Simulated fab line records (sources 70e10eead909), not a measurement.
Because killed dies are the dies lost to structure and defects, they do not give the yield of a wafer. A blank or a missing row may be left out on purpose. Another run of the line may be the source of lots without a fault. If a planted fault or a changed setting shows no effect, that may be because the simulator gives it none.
Chamber matching | flow nandHarc | rieDiel-02 running NHARC_P_BONDPAD_STRIP_15: 4 sister chambers
The step strips in O2. 8 wafers are shown with their chamber, then 8 later ones without.

EACH WAFER AND ITS CHAMBER
wafer  | chamber | showerheadPlenumPTorr (Torr) | rfVppV (V)
L090.2 | 0       | 3.29                         | 56.3
L090.4 | 3       | 3.77                         | 58.0
L090.5 | 1       | 3.70                         | 59.1
L090.6 | 2       | 3.37                         | 56.8
L092.1 | 0       | 3.29                         | 56.3
L092.2 | 1       | 3.70                         | 57.7
L092.3 | 3       | 3.77                         | 58.8
L092.4 | 2       | 3.36                         | 58.6

WAFERS WITH NO CHAMBER GIVEN
wafer  | showerheadPlenumPTorr (Torr) | rfVppV (V)
L092.5 | 3.77                         | 59.4
L092.6 | 3.29                         | 58.1
L094.1 | 3.70                         | 58.4
L094.2 | 3.36                         | 57.0
L094.3 | 3.29                         | 57.8
L094.4 | 3.77                         | 57.7
L094.5 | 3.29                         | 57.1
L094.6 | 3.70                         | 58.8

WHICH CHAMBER EACH ONE RAN IN
wafer  | from the rows above | in truth
L092.5 | 3                   | 3
L092.6 | 0                   | 0
L094.1 | 1                   | 1
L094.2 | 2                   | 2
L094.3 | 0                   | 0
L094.4 | 3                   | 3
L094.5 | 0                   | 0
L094.6 | 1                   | 1
Correct placement for 8 of the 8. Not placeable from these rows: 0. Wrongly placed: 0.
How it was worked out, from the rows above alone: a wafer's distance from a chamber is the root of the sum, over the readings, of the square of ((its reading less the chamber's mean) divided by the reading's scatter). The wafer belongs to the nearest chamber; if the next one is less than 2 further off, it can't be placed. Each chamber's mean is taken over the wafers shown for it. The scatter is the square root of a quotient: the sum, over the shown wafers, of each reading's squared deviation from its chamber's mean, divided by wafers minus chambers.
